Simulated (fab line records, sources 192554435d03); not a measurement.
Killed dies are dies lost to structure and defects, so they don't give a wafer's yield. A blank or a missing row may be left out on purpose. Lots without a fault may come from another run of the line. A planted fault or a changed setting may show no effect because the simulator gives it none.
Which tool did it? | flow n5_finfet | 10 lots, 28 wafers sampled, at 6 steps of a route of 1938

WHAT THE GAUGES READ, wafer by wafer
N5_STI_FIN_REVEAL_FIN_H_MEAS_10.
lot  | measured    | on     | trench_depth_nm (nm)
L809 | day 2 14:21 | ocd-02 | 51.1 51.2 51.3
L810 | day 2 18:55 | ocd-02 | 51.8 52.8
L811 | day 3 01:26 | ocd-02 | 51.7 51.7 51.6
L817 | day 4 13:49 | ocd-02 | 47.5 47.9 48.0
L819 | day 5 04:40 | ocd-01 | 48.7 47.9 46.5
L821 | day 5 16:26 | ocd-01 | 49.4 48.9 48.9
L822 | day 5 20:20 | ocd-01 | 51.4 52.8
L825 | day 6 12:38 | ocd-02 | 51.4 51.6 52.7
L826 | day 6 18:55 | ocd-01 | 51.3 52.0 51.3
L830 | day 7 20:04 | ocd-02 | 52.6 51.8 52.3

N5_DUMMY_GATE_THK_MEAS_05.
lot  | measured    | on            | thk_nm (nm)
L809 | day 2 18:37 | film_metro-01 | 70.8 68.8 71.6
L810 | day 2 23:18 | film_metro-01 | 72.2 72.3
L811 | day 3 05:46 | film_metro-02 | 72.1 72.8 70.3
L817 | day 4 18:06 | film_metro-02 | 72.4 70.7 73.5
L819 | day 5 09:52 | film_metro-02 | 70.9 70.7 70.7
L821 | day 5 20:41 | film_metro-01 | 71.8 72.6 72.5
L822 | day 6 00:42 | film_metro-01 | 71.6 72.8
L825 | day 6 18:44 | film_metro-02 | 70.0 70.7 71.8
L826 | day 7 01:23 | film_metro-01 | 72.1 73.1 72.4
L830 | day 8 00:20 | film_metro-01 | 72.5 71.6 72.3

N5_BEOL_M4_RC_MEAS_101.
lot  | measured     | on        | DIBL_N (mV/V)  | DIBL_P (mV/V)  | IOFF_N (nA/um)    | IOFF_N_85C (nA/um) | IOFF_P (nA/um) | ION_N (uA/um) | ION_P (uA/um) | SS_N (mV/dec)  | SS_P (mV/dec)  | VT_N (mV)   | VT_P (mV)
L809 | day 7 20:04  | prober-02 | 37.4 35.6 36.4 | 36.9 34.9 33.6 | 0.164 0.128 0.141 | 3.2 2.6 2.8        | 0.21 0.19 0.17 | 676 659 662   | 456 454 449   | 72.0 71.5 71.6 | 73.4 73.0 72.7 | 247 251 254 | -252 -253 -255
L810 | day 8 01:37  | prober-01 | 37.5 36.0      | 36.4 34.5      | 0.174 0.149       | 3.4 3.0            | 0.24 0.21      | 666 667       | 460 460       | 71.8 71.1      | 74.0 72.7      | 251 251     | -248 -250
L811 | day 8 07:10  | prober-01 | 34.1 36.9 33.7 | 34.5 37.5 33.5 | 0.128 0.173 0.118 | 2.5 3.3 2.4        | 0.17 0.22 0.15 | 666 693 665   | 456 473 452   | 72.0 71.0 71.2 | 72.5 73.4 72.2 | 252 248 255 | -252 -248 -255
L817 | day 10 03:58 | prober-01 | 49.0 40.5 40.1 | 39.7 39.5 38.1 | 1.102 0.331 0.308 | 15.6 5.6 5.2       | 0.29 0.36 0.28 | 628 614 628   | 424 422 431   | 87.8 77.7 77.0 | 75.4 77.1 76.4 | 251 256 252 | -250 -250 -252
L819 | day 10 18:43 | prober-02 | 41.7 43.8 44.0 | 38.3 42.4 42.0 | 0.354 0.510 0.452 | 6.1 8.3 7.5        | 0.27 0.55 0.41 | 634 634 628   | 432 440 428   | 77.7 81.4 78.5 | 73.4 79.0 76.1 | 249 249 248 | -246 -242 -246
L821 | day 10 22:04 | prober-02 | 37.9 39.2 40.7 | 36.2 37.5 37.9 | 0.174 0.223 0.284 | 3.3 4.1 5.1        | 0.23 0.27 0.27 | 634 632 647   | 438 440 441   | 72.0 73.1 75.7 | 74.5 74.4 74.8 | 252 251 248 | -252 -251 -249
L822 | day 10 22:27 | prober-01 | 35.6 36.5      | 34.9 37.6      | 0.155 0.178       | 3.0 3.4            | 0.22 0.27      | 652 689       | 457 474       | 71.7 71.2      | 72.7 74.2      | 250 247     | -248 -246
L825 | day 12 03:53 | prober-02 | 34.5 35.9 35.9 | 34.8 37.2 36.8 | 0.138 0.166 0.171 | 2.8 3.2 3.3        | 0.19 0.25 0.23 | 657 673 682   | 455 467 470   | 71.2 71.7 71.7 | 72.6 73.0 73.5 | 252 249 246 | -250 -246 -249
L826 | day 12 04:14 | prober-01 | 37.1 35.7 34.8 | 38.1 36.5 35.1 | 0.203 0.154 0.144 | 3.8 3.0 2.8        | 0.22 0.20 0.18 | 685 661 670   | 463 463 455   | 71.5 71.4 70.7 | 73.6 73.8 72.9 | 245 248 250 | -248 -248 -253
L830 | day 13 06:37 | prober-02 | 31.8 32.8 35.6 | 33.0 34.9 37.3 | 0.115 0.123 0.171 | 2.4 2.5 3.4        | 0.18 0.21 0.24 | 667 663 681   | 461 468 471   | 70.8 71.1 71.3 | 72.4 73.2 73.8 | 256 254 249 | -250 -246 -247

WHICH TOOL RAN EACH LOT (tool, then ch and the chambers of the sampled wafers, then the start)
lot  | N5_STI_FIN_REVEAL_CMP_04     | N5_STI_FIN_REVEAL_ETCHBACK_08     | N5_DUMMY_GATE_ALD_02
L809 | cmp-03 ch 0,1,3, day 2 10:37 | rie_diel-03 ch 1,2,3, day 2 11:08 | ald_sin-03 ch 1,3, day 2 14:32
L810 | cmp-02 ch 1,2, day 2 14:59   | rie_diel-03 ch 2,3, day 2 15:37   | ald_sin-02 ch 0,2, day 2 19:06
L811 | cmp-03 ch 0,3, day 2 21:52   | rie_diel-06 ch 0,1, day 2 22:22   | ald_sin-03 ch 1,3, day 3 01:38
L817 | cmp-04 ch 1,2, day 4 09:47   | rie_diel-03 ch 0,1,3, day 4 10:19 | ald_sin-04 ch 1,2, day 4 14:01
L819 | cmp-04 ch 0,1,2, day 4 23:37 | rie_diel-03 ch 0,1,3, day 5 00:06 | ald_sin-02 ch 0,2,3, day 5 05:47
L821 | cmp-04 ch 1,2,3, day 5 12:35 | rie_diel-03 ch 0,2, day 5 13:28   | ald_sin-04 ch 0,2,3, day 5 16:37
L822 | cmp-02 ch 0,2, day 5 16:37   | rie_diel-06 ch 1,3, day 5 17:22   | ald_sin-04 ch 0,3, day 5 20:37
L825 | cmp-02 ch 0,1,3, day 6 09:09 | rie_diel-04 ch 0,2,3, day 6 09:41 | ald_sin-03 ch 1,2,3, day 6 12:49
L826 | cmp-03 ch 0,1, day 6 15:07   | rie_diel-04 ch 0,2, day 6 15:56   | ald_sin-02 ch 1,2,3, day 6 19:26
L830 | cmp-02 ch 0,1,2, day 7 16:20 | rie_diel-06 ch 1,3, day 7 16:58   | ald_sin-02 ch 0,2,3, day 7 20:15
- N5_STI_FIN_REVEAL_CMP_04: polishes, stops on Si3N4, t overpolish 4 s, target thk 131.83 nm.
- N5_STI_FIN_REVEAL_ETCHBACK_08: etches SiO2 in C4F6/O2, target depth 30.5 nm, time 10.167 s.
- N5_DUMMY_GATE_ALD_02: deposits SiO2, target thk 2 nm, pulse time 1 s.

WHAT THE TOOLS THEMSELVES READ (means of the sampled wafers that have a number; where no wafer has one, the mark that the record gives instead)
N5_STI_FIN_REVEAL_CMP_04.
lot  | tool   | motor_current_A (A) | overpolish_run_s (s) | time_to_endpoint_s (s)
L809 | cmp-03 | 8.5                 | 4.008                | 94
L810 | cmp-02 | 8.2                 | 4.000                | 106
L811 | cmp-03 | 8.7                 | 4.000                | 93
L817 | cmp-04 | 9.0                 | 3.991                | 104
L819 | cmp-04 | 8.3                 | 4.005                | 105
L821 | cmp-04 | 8.0                 | 4.004                | 104
L822 | cmp-02 | 7.4                 | 4.001                | 102
L825 | cmp-02 | 7.8                 | 4.003                | 100
L826 | cmp-03 | 8.6                 | 3.998                | 103
L830 | cmp-02 | 7.7                 | 3.993                | 94

N5_STI_FIN_REVEAL_ETCHBACK_08.
lot  | tool        | drypump_motor_current_A (A) | oes_ar_750_au (a.u.) | oes_product_au (a.u.) | rf_vpp_V (V) | showerhead_plenum_p_Torr (Torr) | throttle_valve_pct (%)
L809 | rie_diel-03 | 6.0                         | 0.71                 | 0.70                  | 665          | 2.75                            | 21.23
L810 | rie_diel-03 | 5.7                         | 0.69                 | 0.69                  | 678          | 2.75                            | 21.17
L811 | rie_diel-06 | 5.1                         | 0.90                 | 0.91                  | 673          | 2.80                            | 21.18
L817 | rie_diel-03 | 6.0                         | 0.79                 | 0.79                  | 659          | 2.79                            | 21.39
L819 | rie_diel-03 | 6.0                         | 0.78                 | 0.78                  | 660          | 2.79                            | 21.38
L821 | rie_diel-03 | 4.9                         | 0.95                 | 0.97                  | 673          | 2.83                            | 20.86
L822 | rie_diel-06 | 5.8                         | 0.76                 | 0.77                  | 666          | 2.78                            | 21.27
L825 | rie_diel-04 | 5.6                         | 0.78                 | 0.78                  | 655          | 2.79                            | 21.31
L826 | rie_diel-04 | 5.6                         | 0.74                 | 0.74                  | 657          | 2.76                            | 21.21
L830 | rie_diel-06 | 6.1                         | 0.92                 | 0.93                  | 662          | 2.78                            | 21.10

N5_DUMMY_GATE_ALD_02.
lot  | tool       | heater_power_w (W) | precursor_pulse_height_rel
L809 | ald_sin-03 | 472                | 0.995
L810 | ald_sin-02 | 416                | 1.004
L811 | ald_sin-03 | 500                | 1.014
L817 | ald_sin-04 | 486                | 0.997
L819 | ald_sin-02 | 430                | 0.998
L821 | ald_sin-04 | 460                | 0.963
L822 | ald_sin-04 | 445                | 1.014
L825 | ald_sin-03 | 493                | 0.996
L826 | ald_sin-02 | 459                | 1.020
L830 | ald_sin-02 | 442                | 0.998

THE ANSWER, worked out from the rows above alone
Rule: what is usual is taken from the lots themselves. Put in order of their means at a reading, lots are off if they are a third of the lots or fewer, leave a main group of 4 or more, and stand apart from it by a gap of 3 or more times the standard deviation of the main group's means; of several such gaps the widest counts. A main group whose means are all the same, to the digits that the tables above print for the reading, isn't used. A lot without any number at a reading at which 4 lots or more have one is off too. The other lots that the step has rows for count as sound. The gauges are gone through in route order, then the tools' own readings, and for those a lot's mean is taken as printed above. The first step at which some lot is off is used, and at that step the reading that is off furthest; a lot without a number counts as furthest.
Off: L817, L819, L821, at N5_STI_FIN_REVEAL_FIN_H_MEAS_10 (trench_depth_nm). The main group: mean 51.8 nm, standard deviation 0.37.
A tool fits if, at a process step before that reading, it ran every lot that is off, and no sound lot after the first of them. The gauges at N5_STI_FIN_REVEAL_FIN_H_MEAS_10 aren't tried: what is off there is off at N5_BEOL_M4_RC_MEAS_101 too, on other tools, and a gauge's error can't cause that. Can't be told from this: 2 tools fit, cmp-04 at N5_STI_FIN_REVEAL_CMP_04, rie_diel-03 at N5_STI_FIN_REVEAL_ETCHBACK_08.

WHAT THE SIMULATOR HAD PUT IN
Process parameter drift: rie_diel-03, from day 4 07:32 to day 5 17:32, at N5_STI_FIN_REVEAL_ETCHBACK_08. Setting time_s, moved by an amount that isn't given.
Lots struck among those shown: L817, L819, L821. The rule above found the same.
